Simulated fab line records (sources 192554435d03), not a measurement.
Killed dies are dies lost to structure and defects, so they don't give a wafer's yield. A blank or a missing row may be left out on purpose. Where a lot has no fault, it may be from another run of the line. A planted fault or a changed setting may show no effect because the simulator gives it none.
Which tool is to blame? -- flow n5_finfet -- 9 lots with 25 wafers sampled at 5 steps, on a route of 1938 steps

== WHAT EACH GAUGE READ, for each wafer ==
N5_HKMG_FIN_OVL_MEAS_13.
lot,measured,on,NWFM_OVL (nm)
L307,day 4 17:08,overlay-01,-2.2 -0.5 -2.6
L310,day 5 14:35,overlay-01,0.2 1.1 1.1
L313,day 6 11:47,overlay-01,0.8 0.8 -1.1
L314,day 6 13:28,overlay-01,0.5 0.5 0.8
L317,day 7 07:22,overlay-02,0.0 -1.1
L318,day 7 12:14,overlay-01,-0.5 -0.3
L323,day 8 17:56,overlay-01,0.1 -0.9 -0.7
L327,day 9 23:01,overlay-02,-0.6 -0.9 -0.3
L328,day 9 23:43,overlay-01,-0.3 0.0 -0.4

N5_BEOL_M4_RC_MEAS_101.
lot,measured,on,DIBL_N (mV/V),DIBL_P (mV/V),IOFF_N (nA/um),IOFF_N_LIN (nA/um),IOFF_N_LONG (nA/um),IOFF_P (nA/um),ION_N (uA/um),ION_P (uA/um),SS_N (mV/dec),SS_P (mV/dec),VT_N (mV),VT_N_LONG (mV),VT_N_LVT (mV),VT_P (mV)
L307,day 10 07:59,prober-02,36.1 36.0 37.7,36.4 36.0 37.8,0.148 0.150 0.173,0.071 0.072 0.080,5.17e-05 5.35e-05 5.15e-05,0.197 0.196 0.228,663 671 666,452 462 457,71.0 71.1 72.4,73.3 73.4 74.0,252 253 247,277.7 275.3 278.6,99 99 97,-252 -255 -250
L310,day 11 08:04,prober-02,33.9 31.8 34.2,32.9 31.0 33.7,0.125 0.097 0.125,0.059 0.049 0.060,5.69e-05 5.58e-05 5.67e-05,0.150 0.135 0.157,669 644 662,448 443 453,71.4 69.8 71.0,72.4 72.2 72.5,255 256 253,274.1 276.4 276.4,101 105 101,-255 -257 -254
L313,day 12 09:15,prober-01,36.8 36.0 36.3,35.8 34.6 36.0,0.160 0.148 0.154,0.074 0.067 0.072,5.63e-05 5.7e-05 5.68e-05,0.220 0.216 0.232,670 672 666,466 463 463,71.6 71.1 71.7,73.3 73.3 73.3,251 250 250,274.7 274.1 271.5,100 102 101,-246 -245 -246
L314,day 12 13:01,prober-01,34.5 33.9 35.6,36.0 34.6 36.7,0.148 0.136 0.175,0.072 0.065 0.081,5.87e-05 5.74e-05 5.77e-05,0.217 0.202 0.238,665 660 671,464 463 462,71.5 70.9 71.9,73.9 72.9 73.8,250 251 247,271.1 272.4 271.8,98 98 96,-247 -250 -246
L317,day 13 19:43,prober-02,36.6 35.0,34.3 32.6,0.109 0.134,0.047 0.061,4.26e-05 5.5e-05,0.192 0.162,530 659,456 449,72.1 71.6,74.2 72.8,262 253,287.5 275.9,109 100,-252 -255
L318,day 12 22:57,prober-01,35.4 36.5,34.1 34.9,0.087 0.105,0.040 0.046,4.13e-05 4.44e-05,0.177 0.184,496 523,454 453,71.3 71.7,72.7 73.5,265 262,288.7 285.7,113 111,-253 -252
L323,day 14 15:12,prober-02,36.4 35.6 38.0,34.8 34.5 37.2,0.156 0.137 0.190,0.064 0.062 0.082,5.42e-05 5.35e-05 5.54e-05,0.168 0.160 0.194,648 665 679,436 450 455,72.4 71.5 72.3,73.4 73.4 74.3,254 251 248,275.8 273.3 274.9,100 99 94,-253 -254 -253
L327,day 15 11:44,prober-02,37.6 36.5 36.8,35.2 35.3 36.0,0.177 0.159 0.167,0.080 0.074 0.077,5.77e-05 5.67e-05 5.64e-05,0.217 0.212 0.225,680 669 679,463 461 464,71.3 70.4 71.2,73.9 72.7 73.7,248 250 250,275.5 272.7 274.2,96 98 99,-248 -250 -252
L328,day 15 13:35,prober-02,36.4 32.1 38.1,37.8 30.6 38.0,0.167 0.103 0.195,0.078 0.050 0.083,5.44e-05 5.59e-05 5.67e-05,0.192 0.114 0.186,676 649 674,457 443 452,71.4 70.6 72.7,73.8 71.6 73.5,247 255 247,275.7 272.7 270.7,93 101 94,-252 -260 -255

== EACH LOT AND THE TOOL THAT RAN IT (in order: tool; ch and the chambers of the sampled wafers; start) ==
lot,N5_HKMG_FIN_ETCH_58,N5_HKMG_FIN_STRIP_93,N5_HKMG_FIN_ETCH_35
L307,"rie_diel-03 ch 2,3, day 4 13:30","rie_diel-03 ch 2,3, day 4 13:55","rie_diel-01 ch 2,3, day 4 17:30"
L310,"rie_diel-01 ch 2,3, day 5 10:52","rie_diel-01 ch 2,3, day 5 11:18","rie_diel-01 ch 1,3, day 5 14:57"
L313,"rie_diel-01 ch 1,2, day 6 08:45","rie_diel-01 ch 1,2, day 6 09:11","rie_diel-01 ch 0,1,3, day 6 12:08"
L314,"rie_diel-03 ch 0,3, day 6 10:07","rie_diel-03 ch 0,3, day 6 10:33","rie_diel-04 ch 0,1,3, day 6 13:50"
L317,"rie_diel-04 ch 3, day 7 02:32","rie_diel-04 ch 3, day 7 02:58","rie_diel-01 ch 2,3, day 7 07:44"
L318,"rie_diel-04 ch 1,3, day 7 09:14","rie_diel-04 ch 1,3, day 7 09:40","rie_diel-01 ch 2,3, day 7 12:35"
L323,"rie_diel-03 ch 0,2,3, day 8 15:00","rie_diel-03 ch 0,2,3, day 8 15:25","rie_diel-03 ch 0,2, day 8 18:17"
L327,"rie_diel-04 ch 0,1,2, day 9 19:58","rie_diel-04 ch 0,1,2, day 9 20:23","rie_diel-03 ch 0,1, day 9 23:22"
L328,"rie_diel-04 ch 1,2,3, day 9 20:44","rie_diel-04 ch 1,2,3, day 9 21:10","rie_diel-04 ch 1,2,3, day 10 00:27"
- N5_HKMG_FIN_ETCH_58: etches SOC in N2/H2, target depth 215.8 nm, time 741 s.
- N5_HKMG_FIN_STRIP_93: strips SOC in N2/H2, time 20 s.
- N5_HKMG_FIN_ETCH_35: etches SOC in N2/H2, target depth 215.8 nm, time 243.4 s.

== WHAT THE TOOLS THEMSELVES READ (means of the sampled wafers that have a number; where no wafer has one, the mark that the record gives instead) ==
N5_HKMG_FIN_ETCH_58.
lot,tool,chamber_pressure_mTorr (mTorr),drypump_motor_current_A (A),oes_product_au (a.u.),rf_vpp_V (V),run_length_s (s),showerhead_plenum_p_Torr (Torr),throttle_valve_pct (%)
L307,rie_diel-03,30.015,5.7,0.78,98.8,764.8,2.52,17.57
L310,rie_diel-01,29.990,6.4,0.84,99.0,764.4,2.46,17.86
L313,rie_diel-01,30.005,6.3,0.83,98.3,764.4,2.46,18.07
L314,rie_diel-03,29.962,6.0,0.70,98.3,764.8,2.50,17.90
L317,rie_diel-04,29.988,5.2,0.70,98.3,764.5,2.40,17.62
L318,rie_diel-04,30.018,5.8,0.68,99.5,764.4,2.50,17.79
L323,rie_diel-03,29.984,5.8,0.72,99.0,764.7,2.50,17.79
L327,rie_diel-04,30.013,6.0,0.78,100.4,764.1,2.53,17.93
L328,rie_diel-04,30.011,5.7,0.76,98.4,764.4,2.47,17.74

N5_HKMG_FIN_STRIP_93.
lot,tool,chamber_pressure_mTorr (mTorr),drypump_motor_current_A (A),oes_product_au (a.u.),rf_vpp_V (V),showerhead_plenum_p_Torr (Torr),temp_c (C),throttle_valve_pct (%)
L307,rie_diel-03,50.03,5.7,0.79,54.7,3.33,40.00,19.0
L310,rie_diel-01,49.96,6.4,0.85,54.2,3.25,39.89,19.3
L313,rie_diel-01,49.96,6.3,0.83,54.0,3.25,40.08,19.5
L314,rie_diel-03,50.01,5.9,0.70,54.1,3.31,40.05,19.2
L317,rie_diel-04,50.01,5.2,0.69,54.5,3.17,40.16,18.7
L318,rie_diel-04,49.99,5.8,0.67,54.9,3.31,40.19,19.0
L323,rie_diel-03,50.01,5.8,0.72,54.1,3.31,40.06,19.1
L327,rie_diel-04,49.99,6.0,0.78,54.1,3.33,40.03,19.3
L328,rie_diel-04,50.05,5.7,0.76,54.6,3.27,40.06,19.0

N5_HKMG_FIN_ETCH_35.
lot,tool,chamber_pressure_mTorr (mTorr),drypump_motor_current_A (A),oes_product_au (a.u.),rf_vpp_V (V),run_length_s (s),showerhead_plenum_p_Torr (Torr),throttle_valve_pct (%)
L307,rie_diel-01,30.007,6.4,0.86,141.1,266.9,2.46,17.9
L310,rie_diel-01,29.985,5.9,0.98,141.3,267.4,2.48,17.4
L313,rie_diel-01,30.007,6.1,0.87,140.6,267.1,2.53,17.7
L314,rie_diel-04,29.996,5.9,0.71,141.0,266.8,2.53,17.9
L317,rie_diel-01,30.020,6.2,0.86,141.7,230.5,2.46,17.8
L318,rie_diel-01,30.005,6.2,0.84,139.8,194.4,2.46,17.8
L323,rie_diel-03,29.998,5.4,0.75,141.1,267.4,2.44,17.7
L327,rie_diel-03,29.998,5.5,0.76,141.2,267.3,2.48,17.8
L328,rie_diel-04,29.989,5.7,0.76,141.5,267.0,2.47,17.8

== THE ANSWER, worked out from the rows above alone ==
Rule: what is usual is taken from the lots themselves. The widest of any qualifying gaps counts: lots, ordered by their means at a reading, are off when they make up no more than a third of the lots, leave a main group of 4 or more, and stand apart from it by 3 or more times the standard deviation of that group's means. The tables above print the reading to a certain number of digits; a main group whose means all agree to those digits is not used. Also off: a lot with no number at a reading for which 4 or more lots have one. Where the step has rows for the other lots, those lots are counted as sound. After the gauges, taken in route order, come the tools' own readings; for these a lot's mean is taken, as printed above. The first step at which some lot is off is used, and at that step the reading that is off furthest; a lot without a number counts as furthest.
Off: L317, L318, seen at N5_BEOL_M4_RC_MEAS_101 (ION_N). The main group: mean 667 uA/um, standard deviation 5.
A tool fits if, at a process step before that reading, it ran every lot that is off, and no sound lot after the first of them. The gauges at N5_BEOL_M4_RC_MEAS_101 aren't tried: what is off there is off at N5_HKMG_FIN_ETCH_35 too, on other tools, and a gauge's error can't cause that. One fits: rie_diel-01 at N5_HKMG_FIN_ETCH_35. Its last sound lot is L313 (day 6 12:08), its first lot that is off L317 (day 7 07:44): a fault that began between those two fits.
On the lots that are off, the tool's own readings at N5_HKMG_FIN_ETCH_35 differ by more than 5 times the standard deviation of the sound lots' means, which bears it out; run_length_s reads 212.4 s there versus 267.1 s on the sound lots.

== WHAT THE SIMULATOR HAD INSERTED ==
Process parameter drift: rie_diel-01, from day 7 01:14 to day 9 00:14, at N5_HKMG_FIN_ETCH_35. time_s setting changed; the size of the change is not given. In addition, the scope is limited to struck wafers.
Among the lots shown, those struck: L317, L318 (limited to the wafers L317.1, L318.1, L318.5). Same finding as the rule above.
